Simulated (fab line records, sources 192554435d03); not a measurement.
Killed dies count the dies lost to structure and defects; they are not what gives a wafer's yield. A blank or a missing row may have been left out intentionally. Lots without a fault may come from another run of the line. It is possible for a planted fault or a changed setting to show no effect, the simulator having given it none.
fab line records -- flow n5-finfet
record: lots: 9, wafers: 27, last-day: 18
route steps=1938 shown SPACER0@260 SD_EPI_P@308 BEOL_M4@1111 PASSIVATION@1936
lots that met no fault: from a run of the same line without faults
start-h: start of the lot's first displayed wafer, in hours after the record's first day -- wait-h: hours since the lot's step before -- " identical to the entry in the row above -- L1.1+2: one row covering several wafers at once -- - no value, or no start given -- * or withheld: withheld -- < > ~ a bound
route shown NAME@n: NAME is a module with steps in the file, n the number in the route of the first one -- usual: mean and standard deviation over wafers with no fault -- same: alike in all rows -- chamber/n: place in a boat -- sites: the reading at each site -- _std_site: the values' standard deviation -- _edge_site: inner sites' mean taken away from outer sites' mean -- radius-mm: for every site, how far away it sits from the centre of the wafer -- mask NAME#n: copy n -- behind: the tool/chamber that last shaped the wafer -- hold: why the lot went on hold/how many hours it stayed there/how the hold came to an end -- device: names the non-switching transistor (n, p or np) -- end of line: the same wafers' tests at the end of the route -- where a step has no rows: the recipe by itself -- killed: dies lost to structure and defects at the first sort, not the wafer's yield -- map: a wafer's dies, marking killed ones x, the rest . and places with no die _
set.NAME: setting as actually run; set.NAME@STEP: the setting as run at that earlier step -- model.NAME: the simulator's own value behind a step, which no gauge read
the route's steps for a sample of lots (tables are steps, rows are wafers)
services: from which hour (start-h, from the record's first day; less than 0 if before it) a tool's chamber was out of use, for how many hours, and why
== steps ==
step: N5_SPACER0_ALD_08
recipe: material: SiNx, target-thk-a: 20, temp-c: 400, ald-precursor-family: SiH2I2, ald-co-reactant: N2/H2-plasma, pressure-torr: 2
usual: heater-power-w: 896/83, susceptor-temp-C: 399.98/0.23
lot.wafer,tool,chamber,start-h,wait-h,heater-power-w,susceptor-temp-C
L859.2,ald-sin-01,0,67.38,0.1,962,399.84
L859.5,ald-sin-01,1,67.38,0.1,857,399.67
L859.6,ald-sin-01,2,67.38,0.1,812,399.86
L860.3,ald-sin-04,0,71.61,0.1,973,399.98
L860.5,ald-sin-04,1,71.61,0.1,859,400.33
L860.6,ald-sin-04,0,71.61,0.1,998,400.26
L861.2,ald-sin-04,2,77.36,0.1,1006,399.90
L861.4,ald-sin-04,0,77.36,0.1,961,399.98
L861.5,ald-sin-04,2,77.36,0.1,1034,399.81
L870.2,ald-sin-04,2,134.47,0.1,1045,399.32
L870.3,ald-sin-04,1,134.47,0.1,848,399.88
L870.5,ald-sin-04,1,134.47,0.1,847,400.36
L871.1,ald-sin-04,0,138.02,0.1,978,400.03
L871.2,ald-sin-04,1,138.02,0.1,858,400.09
L871.5,ald-sin-04,3,138.02,0.1,823,399.58
L872.3,ald-sin-04,0,143.02,0.1,959,399.69
L872.5,ald-sin-04,2,143.02,0.1,1015,400.09
L872.6,ald-sin-04,1,143.02,0.1,837,399.72
L873.2,ald-sin-01,2,149.66,0.1,801,399.92
L873.4,ald-sin-01,1,149.66,0.1,839,400.02
L873.5,ald-sin-01,2,149.66,0.1,820,400.06
L875.1,ald-sin-04,1,164.95,0.1,842,399.96
L875.3,ald-sin-04,0,164.95,0.1,1002,400.27
L875.6,ald-sin-04,0,164.95,0.1,962,399.86
L878.3,ald-sin-04,2,190.79,0.1,1058,400.05
L878.4,ald-sin-04,0,190.79,0.1,989,399.98
L878.5,ald-sin-04,0,190.79,0.1,983,400.20
step: N5_SD_EPI_P_ETCH_37
recipe: chemistry: N2/H2, target: SOC, overetch-a: 1080, mask-material: SiARC, temp-c: 40, ion-energy-ev: 100, source-w: 3000, bias-w: 133, pressure-mtorr: 20, time-s: 486, n2-flow-sccm: 200, h2-flow-sccm: 200, ends: end-point
usual: drypump-motor-current-A: 5.5/0.4, oes-product-au: 0.73/0.082, rf-vpp-V: 241.2/1.5, showerhead-plenum-p-Torr: 2.57/0.096, throttle-valve-pct: 23.84/0.24
lot.wafer,tool,chamber,start-h,wait-h,drypump-motor-current-A,oes-product-au,rf-hours-counter-h,rf-vpp-V,showerhead-plenum-p-Torr,throttle-valve-pct
L859.2,rie-diel-03,3,73.28,0.0,4.8,0.81,19,240.5,2.49,23.91
L859.5,rie-diel-03,1,73.28,0.0,5.9,0.84,-,241.6,2.59,23.67
L859.6,rie-diel-03,0,73.28,0.0,5.2,0.65,-,239.3,2.42,23.84
L860.3,rie-diel-01,3,77.05,0.0,5.4,0.83,13,241.3,2.60,23.65
L860.5,rie-diel-01,3,77.05,0.0,5.4,0.84,-,240.4,2.60,23.65
L860.6,rie-diel-01,2,77.05,0.0,5.5,0.63,-,241.1,2.52,24.03
L861.2,rie-diel-01,0,82.69,0.0,5.1,0.81,23,242.8,2.70,24.09
L861.4,rie-diel-01,1,82.69,0.0,6.0,0.85,1,243.2,2.71,23.22
L861.5,rie-diel-01,0,82.69,0.0,5.1,0.81,-,241.5,2.70,24.09
L870.2,rie-diel-01,0,140.54,0.0,5.1,0.79,34,240.9,2.70,24.10
L870.3,rie-diel-01,2,140.54,0.0,5.5,0.62,236,240.4,2.51,24.06
L870.5,rie-diel-01,1,140.54,0.0,6.0,0.79,-,243.4,2.70,23.23
L871.1,rie-diel-01,2,143.14,0.0,5.6,0.62,237,240.9,2.51,24.05
L871.2,rie-diel-01,1,143.14,0.0,5.9,0.79,20,241.3,2.70,23.22
L871.5,rie-diel-01,3,143.14,0.0,5.4,0.79,-,241.1,2.59,23.68
L872.3,rie-diel-01,1,148.33,0.0,6.0,0.79,21,241.8,2.70,23.23
L872.5,rie-diel-01,3,148.33,0.0,5.4,0.79,-,241.4,2.59,23.68
L872.6,rie-diel-01,0,148.33,0.0,5.1,0.79,-,242.8,2.70,24.11
L873.2,rie-diel-01,1,155.33,0.0,6.0,0.79,23,243.8,2.70,23.24
L873.4,rie-diel-01,2,155.33,0.0,5.5,0.61,240,240.3,2.51,24.07
L873.5,rie-diel-01,3,155.33,0.0,5.4,0.78,-,241.3,2.59,23.67
L875.1,rie-diel-01,2,171.42,0.0,5.5,0.62,242,241.4,2.51,24.09
L875.3,rie-diel-01,0,171.42,0.0,5.1,0.77,43,243.1,2.70,24.13
L875.6,rie-diel-01,2,171.42,0.0,5.5,0.61,-,240.2,2.51,24.08
L878.3,rie-diel-04,0,196.70,0.0,5.8,0.61,248,242.0,2.60,23.89
L878.4,rie-diel-04,0,196.70,0.0,5.8,0.60,-,242.3,2.60,23.88
L878.5,rie-diel-04,1,196.70,0.0,5.7,0.73,-,238.3,2.47,23.65
step: N5_SD_EPI_P_ETCHBACK_46
recipe: chemistry: CH3F/O2, mode: anisotropic-etchback, target: SiNx, target-depth-a: 175, stop-on: SiO2, over-etch-frac: 0.3, ion-energy-ev: 120, pressure-mtorr: 30, source-w: 395, bias-w: 73, Ar_flow_sccm: 150, CH3F_flow_sccm: 30, O2_flow_sccm: 20
usual: CH3F_flow_sccm: 30.00/0.075, O2_flow_sccm: 20.00/0.052, drypump-motor-current-A: 5.5/0.4, oes-product-au: 0.70/0.079, rf-vpp-V: 298/3.2, showerhead-plenum-p-Torr: 2.03/0.076, throttle-valve-pct: 16.35/0.24
lot.wafer,tool,chamber,start-h,wait-h,CH3F_flow_sccm,O2_flow_sccm,drypump-motor-current-A,oes-product-au,rf-hours-counter-h,rf-vpp-V,showerhead-plenum-p-Torr,throttle-valve-pct
L859.2,rie-diel-03,3,73.60,0.0,30.03,19.99,4.8,0.77,19,298,1.96,16.42
L859.5,rie-diel-03,1,73.60,0.0,29.99,20.00,5.9,0.80,-,296,2.05,16.16
L859.6,rie-diel-03,0,73.60,0.0,30.00,20.10,5.2,0.62,-,292,1.91,16.61
L860.3,rie-diel-01,3,77.38,0.0,-,-,-,-,-,-,-,-
L860.5,rie-diel-01,3,77.38,0.0,-,-,-,-,-,-,-,-
L860.6,rie-diel-01,2,77.38,0.0,-,-,-,-,-,-,-,-
L861.2,rie-diel-01,0,83.02,0.0,-,-,-,-,-,-,-,-
L861.4,rie-diel-01,1,83.02,0.0,-,-,-,-,-,-,-,-
L861.5,rie-diel-01,0,83.02,0.0,-,-,-,-,-,-,-,-
L870.2,rie-diel-01,0,140.87,0.0,30.00,19.93,5.1,0.75,35,297,2.13,16.26
L870.3,rie-diel-01,2,140.87,0.0,29.98,19.98,5.5,0.59,236,296,1.98,16.57
L870.5,rie-diel-01,1,140.87,0.0,30.02,19.99,6.0,0.76,-,301,2.13,15.83
L871.1,rie-diel-01,2,143.46,0.0,29.97,20.07,5.5,0.59,237,298,1.98,16.57
L871.2,rie-diel-01,1,143.46,0.0,30.01,19.99,6.0,0.76,21,302,2.12,15.83
L871.5,rie-diel-01,3,143.46,0.0,29.92,20.07,5.4,0.76,-,302,2.04,16.24
L872.3,rie-diel-01,1,148.66,0.0,29.96,19.93,5.9,0.76,21,301,2.12,15.83
L872.5,rie-diel-01,3,148.66,0.0,30.06,20.01,5.4,0.75,-,302,2.04,16.23
L872.6,rie-diel-01,0,148.66,0.0,30.01,20.05,5.1,0.75,-,298,2.13,16.25
L873.2,rie-diel-01,1,155.65,0.0,29.93,19.99,6.0,0.76,23,301,2.12,15.83
L873.4,rie-diel-01,2,155.65,0.0,29.97,19.88,5.5,0.59,240,297,1.98,16.58
L873.5,rie-diel-01,3,155.65,0.0,30.01,19.99,5.4,0.75,-,301,2.04,16.24
L875.1,rie-diel-01,2,171.75,0.0,29.99,19.93,5.6,0.59,242,296,1.98,16.58
L875.3,rie-diel-01,0,171.75,0.0,30.13,20.01,5.0,0.74,43,299,2.12,16.26
L875.6,rie-diel-01,2,171.75,0.0,29.87,19.96,5.5,0.59,-,296,1.98,16.57
L878.3,rie-diel-04,0,197.02,0.0,29.96,19.99,5.8,0.57,248,303,2.06,16.62
L878.4,rie-diel-04,0,197.02,0.0,29.91,19.96,5.8,0.58,-,305,2.06,16.60
L878.5,rie-diel-04,1,197.02,0.0,29.99,19.97,5.7,0.70,-,301,1.94,16.00
step: N5_SD_EPI_P_STRIP_40
recipe: chemistry: N2/H2, power-w: 1000, temp-c: 250, h2-frac: 0.65, overash-fraction: 0.3, pressure-mtorr: withheld, n2-flow-sccm: 1750, h2-flow-sccm: 3250
usual: drypump-motor-current-A: 5.6/0.41, heater-power-w: 335/36, oes-product-au: 0.761/0.011
lot.wafer,tool,chamber,start-h,wait-h,drypump-motor-current-A,heater-power-w,oes-product-au,rf-hours-counter-h
L859.2,plasma-asher-02,1,74.02,0.0,6.2,313,0.758,82
L859.5,plasma-asher-02,1,74.02,0.0,6.3,315,0.748,-
L859.6,plasma-asher-02,0,74.02,0.0,5.7,289,0.765,-
L860.3,plasma-asher-02,0,77.81,0.0,5.7,297,0.785,-
L860.5,plasma-asher-02,0,77.81,0.0,5.7,296,0.748,-
L860.6,plasma-asher-02,1,77.81,0.0,6.2,315,0.778,-
L861.2,plasma-asher-02,0,83.43,0.0,5.6,292,0.756,84
L861.4,plasma-asher-02,1,83.43,0.0,6.2,316,0.763,-
L861.5,plasma-asher-02,1,83.43,0.0,6.2,320,0.767,-
L870.2,plasma-asher-02,0,141.28,0.0,5.7,289,0.740,91
L870.3,plasma-asher-02,1,141.28,0.0,6.2,327,0.773,-
L870.5,plasma-asher-02,1,141.28,0.0,6.2,328,0.727,-
L871.1,plasma-asher-01,1,143.88,0.0,5.0,393,0.753,59
L871.2,plasma-asher-01,0,143.88,0.0,5.6,322,0.767,59
L871.5,plasma-asher-01,0,143.88,0.0,5.6,318,0.753,-
L872.3,plasma-asher-02,0,149.09,0.0,5.7,304,0.765,-
L872.5,plasma-asher-02,0,149.09,0.0,5.7,297,0.773,-
L872.6,plasma-asher-02,1,149.09,0.0,6.2,324,0.767,-
L873.2,plasma-asher-02,0,156.07,0.0,5.7,302,0.752,94
L873.4,plasma-asher-02,1,156.07,0.0,6.2,316,0.757,-
L873.5,plasma-asher-02,1,156.07,0.0,6.2,314,0.757,-
L875.1,plasma-asher-01,0,172.16,0.0,5.6,315,0.752,66
L875.3,plasma-asher-01,1,172.16,0.0,5.1,391,0.746,-
L875.6,plasma-asher-01,1,172.16,0.0,5.1,385,0.751,-
L878.3,plasma-asher-02,0,197.47,0.0,5.7,295,0.771,-
L878.4,plasma-asher-02,1,197.47,0.0,6.2,319,0.750,-
L878.5,plasma-asher-02,1,197.47,0.0,6.2,322,0.762,-
step: N5_SD_EPI_P_EPI_MEAS_23
recipe: mode: xrd
usual: thk-nm: 61.0/1.1
lot.wafer,tool,chamber,start-h,wait-h,thk-nm
L859.2,film-metro-01,-,76.74,1.5,60.5
L859.5,film-metro-01,-,76.74,1.5,60.2
L859.6,film-metro-01,-,76.74,1.5,60.8
L860.3,film-metro-02,-,80.53,1.1,1.4
L860.5,film-metro-02,-,80.53,1.1,0.7
L860.6,film-metro-02,-,80.53,1.1,1.3
L861.2,film-metro-02,-,86.14,1.5,2.8
L861.4,film-metro-02,-,86.14,1.5,2.4
L861.5,film-metro-02,-,86.14,1.5,0.1
L870.2,film-metro-01,-,144.84,2.0,60.9
L870.3,film-metro-01,-,144.84,2.0,59.1
L870.5,film-metro-01,-,144.84,2.0,61.7
L871.1,film-metro-01,-,147.43,2.4,59.5
L871.2,film-metro-01,-,147.43,2.4,61.3
L871.5,film-metro-01,-,147.43,2.4,61.2
L872.3,film-metro-01,-,152.67,1.5,61.7
L872.5,film-metro-01,-,152.67,1.5,61.9
L872.6,film-metro-01,-,152.67,1.5,60.4
L873.2,film-metro-02,-,158.80,1.5,61.9
L873.4,film-metro-02,-,158.80,1.5,60.3
L873.5,film-metro-02,-,158.80,1.5,61.8
L875.1,film-metro-01,-,175.71,2.4,59.8
L875.3,film-metro-01,-,175.71,2.4,59.8
L875.6,film-metro-01,-,175.71,2.4,59.1
L878.3,film-metro-02,-,201.02,1.5,59.4
L878.4,film-metro-02,-,201.02,1.5,57.6
L878.5,film-metro-02,-,201.02,1.5,59.4
step: N5_BEOL_M4_RC_MEAS_101
usual: DIBL_N: 36.4/1.3, DIBL_P: 36.5/1.7, IOFF_N: 0.154/0.022, IOFF_P: 0.202/0.025, ION_N: 671/9.8, ION_P: 460/6.8, SS_N: 71.6/0.54, SS_P: 73.4/0.58, VT_N: 250.9/2.8, VT_P: -251.4/2.7
lot.wafer,tool,chamber,start-h,wait-h,DIBL_N[mV/V],DIBL_P[mV/V],IOFF_N[nA/um],IOFF_P[nA/um],ION_N[uA/um],ION_P[uA/um],SS_N[mV/dec],SS_P[mV/dec],VT_N[mV],VT_P[mV]
L859.2,prober-02,0,182.20,0.2,39.3,38.5,0.174,0.185,669,447,72.4,74.5,252.2,-256.8
L859.5,prober-02,0,182.20,0.2,36.8,36.2,0.132,0.155,662,446,71.7,72.9,253.1,-256.9
L859.6,prober-02,0,182.20,0.2,35.7,34.4,0.116,0.142,657,444,71.4,73.5,258.6,-256.9
L871.1,prober-01,0,261.24,0.0,37.2,35.4,0.176,0.210,665,452,72.6,73.9,250.9,-251.1
L871.2,prober-01,0,261.24,0.0,35.0,34.6,0.140,0.197,667,457,72.0,73.3,252.5,-249.8
L871.5,prober-01,0,261.24,0.0,36.2,35.3,0.156,0.205,663,456,71.8,73.6,250.5,-248.8
L870.2,prober-02,0,261.57,0.2,35.3,35.9,0.150,0.196,689,471,71.5,73.8,247.1,-252.5
L870.3,prober-02,0,261.57,0.2,36.9,37.8,0.181,0.220,689,467,72.5,73.8,248.2,-249.6
L870.5,prober-02,0,261.57,0.2,35.7,35.5,0.150,0.189,674,462,71.9,73.2,249.2,-251.8
L872.3,prober-01,0,265.63,0.3,33.6,33.9,0.125,0.181,662,457,70.7,72.4,255.2,-250.4
L872.5,prober-01,0,265.63,0.3,34.6,35.4,0.136,0.197,671,463,71.0,73.3,252.1,-249.0
L872.6,prober-01,0,265.63,0.3,35.3,36.2,0.144,0.205,667,457,71.8,73.4,253.1,-250.7
L873.2,prober-01,0,268.42,0.2,34.8,34.5,0.125,0.172,655,449,71.9,72.9,256.1,-255.7
L873.4,prober-01,0,268.42,0.2,35.5,35.5,0.136,0.194,660,458,71.4,73.9,254.0,-254.8
L873.5,prober-01,0,268.42,0.2,36.8,36.3,0.145,0.209,659,458,71.2,73.0,250.3,-253.4
L875.1,prober-01,0,282.60,0.0,35.8,35.5,0.135,0.225,662,466,70.9,73.0,253.4,-250.0
L875.3,prober-01,0,282.60,0.0,38.0,37.1,0.161,0.260,656,461,72.7,73.9,249.9,-247.8
L875.6,prober-01,0,282.60,0.0,36.2,35.9,0.139,0.243,655,458,71.7,73.3,252.5,-245.9
L878.3,prober-01,0,310.98,0.3,34.7,34.7,0.130,0.191,662,459,71.6,72.5,253.3,-251.2
L878.4,prober-01,0,310.98,0.3,35.0,35.3,0.134,0.199,679,466,70.6,72.7,251.0,-248.1
L878.5,prober-01,0,310.98,0.3,35.2,36.0,0.145,0.215,672,464,71.2,72.4,250.8,-249.1
step: N5_PASSIVATION_PROBE_49
usual: defect-limited-yield: 91.1/1.3, killed_at_M0_to_M3: 34/10, killed_at_M4_up: 14/5.7, killed-at-contacts: 12/5.9, killed-at-front-end: 41/12, killed-at-other: 4/3.1, killed-dies: 105/15, killed-on-rim: 14/4.2, killed-open: 69/11, killed-short: 35/7.8, sort_bin_5_function: 5.3/0.81, sort_bin_6_memory: 3.3/0.75, sort_bin_8_speed: 0.00/0.007, sort-n-pass: 1075/15, sort-yield-pct: 91.1/1.3
same: gross-dies: 1180, killed-at-back-side: 0, sort_bin_4_leakage[%]: 0
lot.wafer,tool,chamber,start-h,wait-h,defect-limited-yield[%],killed_at_M0_to_M3,killed_at_M4_up,killed-at-contacts,killed-at-front-end,killed-at-other,killed-dies,killed-on-rim,killed-open,killed-short,sort_bin_5_function[%],sort_bin_6_memory[%],sort_bin_8_speed[%],sort-n-pass,sort-yield-pct[%]
L860.3,prober-01,-,279.42,0.1,0,19,11,24,1124,2,1180,152,61,23,97.1,2.7,0,0,0
L860.5,prober-01,-,279.52,0.2,0,47,12,20,1099,2,1180,152,69,41,96.9,2.9,0,0,0
L860.6,prober-01,-,279.57,0.3,0,29,14,8,1128,1,1180,152,59,30,97.5,2.2,0,0,0
L861.2,prober-01,-,317.98,0.8,0,25,12,16,1126,1,1180,152,46,33,97.5,2.1,0,0,0
L861.4,prober-01,-,318.08,0.9,0,32,14,10,1122,2,1180,152,67,40,97.0,2.8,0,0,0
L861.5,prober-01,-,318.13,0.9,0,39,10,20,1106,5,1180,152,77,36,95.3,4.5,0,0,0
killed by level:class
L860.3 SD_EPI_P:area-etchback=1095 MOL_CONTACT_COAG:geometric-particle:open=23 DUMMY_GATE:geometric-particle:open=9 BEOL_M4:geometric-particle:open=8 GATE_CUT:geometric-particle:short=5 BEOL_M2:geometric-particle:open=4 BEOL_M1:geometric-particle:open=4 DUMMY_GATE:geometric-particle:short=3
L860.5 SD_EPI_P:area-etchback=1069 BEOL_M2:geometric-particle:open=16 MOL_CONTACT_COAG:geometric-particle:open=10 MOL_CONTACT_COAG:geometric-particle:short=9 BEOL_M0_SAQP:geometric-particle:short=9 BEOL_M0:geometric-particle:open=8 BEOL_M0_SAQP:geometric-particle:open=6 GATE_CUT:geometric-particle:short=5
L860.6 SD_EPI_P:area-etchback=1089 BEOL_M0_SAQP:geometric-particle:open=9 BEOL_M0_SAQP:geometric-particle:short=7 BEOL_M4:geometric-particle:open=7 STI_FIN_REVEAL:geometric-particle:open=6 DUMMY_GATE:geometric-particle:open=6 GATE_CUT:geometric-particle:short=6 FIN_SAQP:geometric-particle:open=5
L861.2 SD_EPI_P:area-etchback=1101 MOL_CONTACT_COAG:geometric-particle:open=10 FIN_SAQP:geometric-particle:short=8 BEOL_M0_SAQP:geometric-particle:short=8 MOL_CONTACT_COAG:geometric-particle:short=6 FIN_SAQP:geometric-particle:open=6 BEOL_M4:geometric-particle:open=6 BEOL_M0_SAQP:geometric-particle:open=4
L861.4 SD_EPI_P:area-etchback=1073 STI_FIN_REVEAL:geometric-particle:open=15 BEOL_M0_SAQP:geometric-particle:short=10 FIN_SAQP:geometric-particle:short=8 MOL_CONTACT_COAG:geometric-particle:open=8 BEOL_M0_SAQP:geometric-particle:open=8 BEOL_M4:geometric-particle:open=7 BEOL_M2:geometric-particle:open=6
L861.5 SD_EPI_P:area-etchback=1066 STI_FIN_REVEAL:geometric-particle:open=19 MOL_CONTACT_COAG:geometric-particle:open=17 BEOL_M0_SAQP:geometric-particle:short=11 BEOL_M0_SAQP:geometric-particle:open=11 BEOL_M1:geometric-particle:open=5 BEOL_M4:geometric-particle:open=4 PASS1_CAP:geometric-particle:short=4
== services ==
tool,chamber,start-h,hours,kind
rie-diel-01,3,44.83,2.5,repair
ald-sin-04,-,54.85,1.3,repair
ald-sin-01,3,57.12,31.8,repair
rie-diel-01,1,58.19,-,clean
rie-diel-01,1,58.19,-,consumable-replace:focus-ring
rie-diel-01,1,58.19,-,consumable-replace:showerhead
rie-diel-01,1,58.19,20.9,scheduled-down
rie-diel-01,1,58.19,20.9,vent-cycle
ald-sin-01,-,85.25,14.0,pm
ald-sin-01,0,85.25,14.0,vent-cycle
ald-sin-01,1,85.25,14.0,vent-cycle
ald-sin-01,2,85.25,14.0,vent-cycle
rie-diel-04,1,89.19,5.1,repair
rie-diel-01,0,102.36,22.0,repair
rie-diel-04,1,105.96,14.5,repair
plasma-asher-02,-,112.53,15.6,pm
rie-diel-04,3,120.72,9.8,repair
ald-sin-01,0,123.97,5.6,repair
ald-sin-01,0,139.14,13.4,repair
rie-diel-03,2,147.89,8.5,repair
rie-diel-04,-,150.63,0.2,repair
rie-diel-01,2,163.08,6.8,repair
rie-diel-04,0,179.56,5.8,repair
rie-diel-04,3,185.77,45.5,repair
== key ==
first-sign: step: N5_SD_EPI_P_ETCHBACK_46, reading: tool-record, direction: missing
effect: step: N5_SD_EPI_P_EPI_MEAS_23, reading: thk-nm, direction: down, sigmas: 53, usual: *, struck: *
effect: step: N5_PASSIVATION_PROBE_49, reading: sort_bin_5_function, direction: up, sigmas: 99+, usual: 5.3, struck: 96.9
more-kills-born-at: N5_SD_EPI_P_ETCHBACK_46@rie-diel-01: 6493
met-at N5_SD_EPI_P_ETCHBACK_46
struck-lots L860,L861
later-rows-left-out L860.3,L860.5,L860.6,L861.2,L861.4,L861.5
not-acting-at N5_SPACER0_ALD_08,N5_SD_EPI_P_ETCH_37,N5_SD_EPI_P_STRIP_40
fault: kind: skipped-step-whole, tool: rie-diel-01, chamber: -, onset-h: 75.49, steps: N5_SD_EPI_P_ETCHBACK_46, scope: struck-lots-only
later-rows-left-out: the simulator's readings of these wafers behind a module that went badly wrong aren't trusted and aren't shown, but for the sort
